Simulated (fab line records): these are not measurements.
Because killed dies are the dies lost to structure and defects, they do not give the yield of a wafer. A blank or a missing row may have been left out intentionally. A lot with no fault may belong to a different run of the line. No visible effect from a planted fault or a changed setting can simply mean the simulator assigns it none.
Split-lot study + flow n5-finfet + route with 1938 steps; 7 lots, 21 wafers read

== THE SPLIT ==
At N5_BEOL_M8_ETCH_65 (etches SiARC in CF4, target depth 15.6 nm, time 26 s), the setting source-w was moved away from the recipe's 545 W on 4 of the 21 wafers read, by -11.8% to +16.0%. For the rest of the wafers, this setting stayed at what the recipe calls for.

The reading is taken at the split's own step.

== THE READING ==
rf-vpp-V, in V, at N5_BEOL_M8_ETCH_65 (etches SiARC in CF4, target depth 15.6 nm, time 26 s). Typical for fault-free wafers on this fab line: 184.1 V, with standard deviation 1.1 V.

| wafer  | tool, chamber at the split | source-w as run, W | against the recipe | rf-vpp-V, V | against lot-mates on the recipe |
|--------|----------------------------|--------------------|--------------------|-------------|---------------------------------|
| L076.1 | rie-diel-03, 1             | 545                | recipe             | 183.4       | -                               |
| L076.3 | rie-diel-03, 0             | 545                | recipe             | 185.4       | -                               |
| L076.6 | rie-diel-03, 2             | 545                | recipe             | 183.5       | -                               |
| L082.2 | rie-diel-03, 3             | 505.2              | -7.3%              | 188.7       | +5.0                            |
| L082.4 | rie-diel-03, 1             | 545                | recipe             | 183.7       | -                               |
| L082.5 | rie-diel-03, 0             | 505.2              | -7.3%              | 188.9       | +5.2                            |
| L088.1 | rie-diel-01, 2             | 545                | recipe             | 183.2       | -                               |
| L088.3 | rie-diel-01, 0             | 545                | recipe             | 183.9       | -                               |
| L088.4 | rie-diel-01, 3             | 545                | recipe             | 186.7       | -                               |
| L090.1 | rie-diel-04, 0             | 632.4              | +16.0%             | 175.5       | -9.4                            |
| L090.2 | rie-diel-04, 2             | 545                | recipe             | 183.3       | -                               |
| L090.3 | rie-diel-04, 3             | 545                | recipe             | 186.4       | -                               |
| L091.3 | rie-diel-03, 1             | 545                | recipe             | 183.3       | -                               |
| L091.4 | rie-diel-03, 2             | 545                | recipe             | 182.5       | -                               |
| L091.6 | rie-diel-03, 0             | 545                | recipe             | 184.7       | -                               |
| L092.1 | rie-diel-03, 1             | 545                | recipe             | 182.7       | -                               |
| L092.3 | rie-diel-03, 0             | 545                | recipe             | 183.1       | -                               |
| L092.4 | rie-diel-03, 2             | 480.8              | -11.8%             | 191.7       | +8.8                            |
| L096.2 | rie-diel-03, 1             | 545                | recipe             | 182.6       | -                               |
| L096.3 | rie-diel-03, 3             | 545                | recipe             | 183.7       | -                               |
| L096.5 | rie-diel-03, 0             | 545                | recipe             | 185.7       | -                               |

THE FIT
A straight line over all 21 wafers: rf-vpp-V changes by -0.589 V for each +1% of source-w; r = -0.92; the points scatter about the line by 1.2 V.
The same after taking each lot's own level away (the mean of its wafers on the recipe; 21 wafers): -0.65 V for each +1%; r = -0.95; scatter 1.1 V.
Per that fit: largest source-w move, reading shift of 10 V.
From 182.90 to 184.85 V: that is the span of the lots' own levels, equal to 1.8 times the standard deviation above.
So the lot-to-lot level changes the slope little: the two slopes agree.
Check: with one of the wafers moved furthest among these (+16.0%) left out of the fit, the line predicts -11.7 V for it against its lot-mates. Against them it came out at -9.35 V.
Tool readings at the split's step, against how far the setting was moved: rf-vpp-V r = -0.92.

== FILE'S OWN FIT ==
rf-vpp-V changes by -0.65 V for each +1% of source-w, r = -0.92.
